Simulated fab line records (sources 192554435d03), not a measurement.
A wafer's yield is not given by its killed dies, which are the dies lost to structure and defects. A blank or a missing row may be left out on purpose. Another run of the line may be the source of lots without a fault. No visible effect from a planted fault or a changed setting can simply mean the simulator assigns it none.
Which of the tools did it? + flow n5 finfet + 22 lots with 66 wafers sampled at 3 steps, on a route of 1938 steps

WHAT EACH GAUGE READ, for each wafer
N5_BEOL_M5_CD_MEAS_28: target cd 30.6 nm, target cd y 20 nm. Usual: cd nm reads 30.8 nm (standard deviation 0.31).
| lot  | measured     | on        | cd nm (nm)     | flag |
|------|--------------|-----------|----------------|------|
| L074 | day 7 23:02  | cd sem-03 | 31.4 31.0 31.4 |      |
| L075 | day 8 03:54  | cd sem-03 | 30.3 30.4 30.1 |      |
| L076 | day 8 18:43  | cd sem-03 | 30.7 30.5 30.3 |      |
| L077 | day 8 19:35  | cd sem-01 | 30.7 30.3 30.0 |      |
| L078 | day 8 21:29  | cd sem-01 | 30.6 30.5 31.2 |      |
| L079 | day 9 00:39  | cd sem-03 | 30.8 31.2 30.9 |      |
| L080 | day 9 04:14  | cd sem-01 | 30.5 30.4 30.6 |      |
| L081 | day 9 20:50  | cd sem-02 | 31.5 30.9 31.1 |      |
| L082 | day 10 04:25 | cd sem-03 | 30.6 30.8 30.9 |      |
| L083 | day 10 11:15 | cd sem-01 | 30.3 30.5 30.8 |      |
| L084 | day 10 14:05 | cd sem-02 | 30.1 30.5 30.7 |      |
| L086 | day 11 06:58 | cd sem-03 | 31.4 30.6 31.0 |      |
| L088 | day 11 07:23 | cd sem-02 | 30.3 31.2 30.3 |      |
| L089 | day 11 23:44 | cd sem-01 | 30.4 30.4 30.4 |      |
| L090 | day 12 08:04 | cd sem-03 | 30.5 30.7 30.6 |      |
| L091 | day 12 10:34 | cd sem-01 | 30.9 31.2 31.0 |      |
| L092 | day 12 14:55 | cd sem-03 | 30.5 30.6 30.9 |      |
| L093 | day 12 22:04 | cd sem-01 | 30.7 30.8 31.1 |      |
| L094 | day 13 01:53 | cd sem-03 | 30.7 30.8 30.9 |      |
| L095 | day 13 09:40 | cd sem-02 | 30.5 30.7 31.2 |      |
| L096 | day 13 16:15 | cd sem-01 | 30.3 30.8 30.7 |      |
| L097 | day 13 18:41 | cd sem-03 | 31.0 31.0 30.6 |      |

EACH LOT AND THE TOOL THAT RAN IT (in order: tool; ch and the chambers of the sampled wafers; start)
| lot  | N5_BEOL_M4_SPUTTER_94        | N5_BEOL_M5_STRIP_64                |
|------|------------------------------|------------------------------------|
| L074 | pvd sputter-01, day 7 16:55  | rie diel-04 ch 0,3, day 7 21:20    |
| L075 | pvd sputter-02, day 7 21:28  | rie diel-04 ch 0,1,3, day 8 03:02  |
| L076 | pvd sputter-01, day 8 13:28  | rie diel-01 ch 0,1,2, day 8 17:47  |
| L077 | pvd sputter-02, day 8 13:36  | rie diel-01 ch 2,3, day 8 18:54    |
| L078 | pvd sputter-03, day 8 15:50  | rie diel-05 ch 0,3, day 8 20:19    |
| L079 | pvd sputter-03, day 8 17:41  | rie diel-04 ch 1,3, day 8 22:16    |
| L080 | pvd sputter-01, day 8 21:55  | rie diel-01 ch 2,3, day 9 02:29    |
| L081 | pvd sputter-03, day 9 13:29  | rie diel-05 ch 0,1,3, day 9 19:40  |
| L082 | pvd sputter-01, day 9 23:39  | rie diel-04 ch 1,2,3, day 10 03:45 |
| L083 | pvd sputter-03, day 10 04:45 | rie diel-05 ch 0,1,2, day 10 09:34 |
| L084 | pvd sputter-01, day 10 07:48 | rie diel-01 ch 1,2,3, day 10 12:43 |
| L086 | pvd sputter-01, day 11 01:07 | rie diel-01 ch 1,3, day 11 06:16   |
| L088 | pvd sputter-03, day 11 01:40 | rie diel-01 ch 1,3, day 11 06:37   |
| L089 | pvd sputter-03, day 11 16:35 | rie diel-04 ch 0,3, day 11 23:04   |
| L090 | pvd sputter-02, day 12 00:55 | rie diel-01 ch 0,3, day 12 07:15   |
| L091 | pvd sputter-02, day 12 03:43 | rie diel-04 ch 1,2,3, day 12 09:39 |
| L092 | pvd sputter-01, day 12 08:58 | rie diel-01 ch 0,1, day 12 13:56   |
| L093 | pvd sputter-01, day 12 14:44 | rie diel-05 ch 0,3, day 12 19:47   |
| L094 | pvd sputter-02, day 12 18:11 | rie diel-05 ch 1,2,3, day 12 23:29 |
| L095 | pvd sputter-02, day 13 02:02 | rie diel-01 ch 0,1,2, day 13 06:52 |
| L096 | pvd sputter-03, day 13 10:47 | rie diel-05 ch 1,2,3, day 13 15:25 |
| L097 | pvd sputter-02, day 13 11:03 | rie diel-05 ch 1,3, day 13 15:44   |
- N5_BEOL_M4_SPUTTER_94: material Cu, target thk 4.5 nm, time 8.29 s.
- N5_BEOL_M5_STRIP_64: strips in CF4.

AS READ BY THE TOOLS THEMSELVES (means over the sampled wafers that have a number; for cases with no such wafer, the mark the record gives instead)
N5_BEOL_M4_SPUTTER_94. Usual: throttle valve pct reads 29.7 % (standard deviation 0.7).
| lot  | tool           | throttle valve pct (%) | flag |
|------|----------------|------------------------|------|
| L074 | pvd sputter-01 | 29.7                   |      |
| L075 | pvd sputter-02 | 29.5                   |      |
| L076 | pvd sputter-01 | 29.4                   |      |
| L077 | pvd sputter-02 | 29.5                   |      |
| L078 | pvd sputter-03 | 30.0                   |      |
| L079 | pvd sputter-03 | 29.9                   |      |
| L080 | pvd sputter-01 | 29.5                   |      |
| L081 | pvd sputter-03 | 30.6                   |      |
| L082 | pvd sputter-01 | 29.4                   |      |
| L083 | pvd sputter-03 | 30.5                   |      |
| L084 | pvd sputter-01 | 29.3                   |      |
| L086 | pvd sputter-01 | 29.4                   |      |
| L088 | pvd sputter-03 | 29.9                   |      |
| L089 | pvd sputter-03 | 30.3                   |      |
| L090 | pvd sputter-02 | 30.0                   |      |
| L091 | pvd sputter-02 | 30.0                   |      |
| L092 | pvd sputter-01 | 29.5                   |      |
| L093 | pvd sputter-01 | 29.7                   |      |
| L094 | pvd sputter-02 | 29.8                   |      |
| L095 | pvd sputter-02 | 29.3                   |      |
| L096 | pvd sputter-03 | 30.6                   |      |
| L097 | pvd sputter-02 | 29.7                   |      |

N5_BEOL_M5_STRIP_64. Usual: cf4 flow sccm 150.0 sccm, standard deviation 0.44; drypump motor current A 5.7 A, standard deviation 0.36; oes product au 0.82 a.u., standard deviation 0.074; rf vpp V 271.6 V, standard deviation 1.2; showerhead plenum p Torr 1.82 Torr, standard deviation 0.05; throttle valve pct 13.43 %, standard deviation 0.24.
| lot  | tool        | cf4 flow sccm (sccm) | drypump motor current A (A) | oes product au (a.u.) | rf vpp V (V) | showerhead plenum p Torr (Torr) | throttle valve pct (%) | flag |
|------|-------------|----------------------|-----------------------------|-----------------------|--------------|---------------------------------|------------------------|------|
| L074 | rie diel-04 | 149.8                | 5.9                         | 0.78                  | 271.2        | 1.84                            | 13.43                  |      |
| L075 | rie diel-04 | 149.8                | 5.5                         | 0.76                  | 271.2        | 1.85                            | 13.45                  |      |
| L076 | rie diel-01 | 150.1                | 5.7                         | 0.79                  | 270.8        | 1.82                            | 13.72                  |      |
| L077 | rie diel-01 | 150.3                | 5.9                         | 0.89                  | 270.4        | 1.76                            | 13.46                  |      |
| L078 | rie diel-05 | 149.9                | 5.3                         | 0.77                  | 272.6        | 1.85                            | 13.36                  |      |
| L079 | rie diel-04 | 150.1                | 5.3                         | 0.75                  | 272.5        | 1.84                            | 13.33                  |      |
| L080 | rie diel-01 | 149.6                | 6.1                         | 0.90                  | 270.8        | 1.76                            | 13.24                  |      |
| L081 | rie diel-05 | 150.1                | 5.5                         | 0.81                  | 272.4        | 1.84                            | 13.33                  |      |
| L082 | rie diel-04 | 149.7                | 5.7                         | 0.81                  | 271.5        | 1.82                            | 13.37                  |      |
| L083 | rie diel-05 | 149.8                | 5.4                         | 0.80                  | 271.1        | 1.83                            | 13.43                  |      |
| L084 | rie diel-01 | 150.0                | 5.9                         | 0.86                  | 270.7        | 1.81                            | 13.46                  |      |
| L086 | rie diel-01 | 150.2                | 5.9                         | 0.84                  | 271.1        | 1.86                            | 13.45                  |      |
| L088 | rie diel-01 | 150.2                | 5.9                         | 0.85                  | 271.8        | 1.86                            | 13.47                  |      |
| L089 | rie diel-04 | 150.1                | 5.6                         | 0.73                  | 272.2        | 1.85                            | 13.63                  |      |
| L090 | rie diel-01 | 150.1                | 6.0                         | 0.89                  | 269.6        | 1.75                            | 13.18                  |      |
| L091 | rie diel-04 | 149.6                | 5.7                         | 0.79                  | 271.1        | 1.82                            | 13.42                  |      |
| L092 | rie diel-01 | 150.1                | 5.7                         | 0.84                  | 272.1        | 1.86                            | 13.58                  |      |
| L093 | rie diel-05 | 149.4                | 5.5                         | 0.80                  | 271.8        | 1.84                            | 13.26                  |      |
| L094 | rie diel-05 | 150.1                | 5.7                         | 0.84                  | 271.1        | 1.83                            | 13.31                  |      |
| L095 | rie diel-01 | 150.0                | 5.7                         | 0.84                  | 271.7        | 1.81                            | 13.59                  |      |
| L096 | rie diel-05 | 150.0                | 5.7                         | 0.83                  | 271.2        | 1.83                            | 13.31                  |      |
| L097 | rie diel-05 | 150.0                | 5.7                         | 0.85                  | 271.6        | 1.84                            | 13.23                  |      |

THE ANSWER, worked out from the rows above alone
Rule: a lot is off if the mean of its wafers that have a number lies more than 3 standard deviations from the usual mean. Also off: a lot with no number at a reading for which 4 or more lots have one. All remaining lots with rows at the step are treated as sound. After the gauges, taken in route order, come the tools' own readings; for these a lot's mean is taken, as printed above. At the first step where some lot is off, the reading lying furthest off is the one used; lots without a number count as furthest.
Across all readings shown, no lot is off: no conclusion can be drawn from this.

WHAT WAS PUT IN BY THE SIMULATOR
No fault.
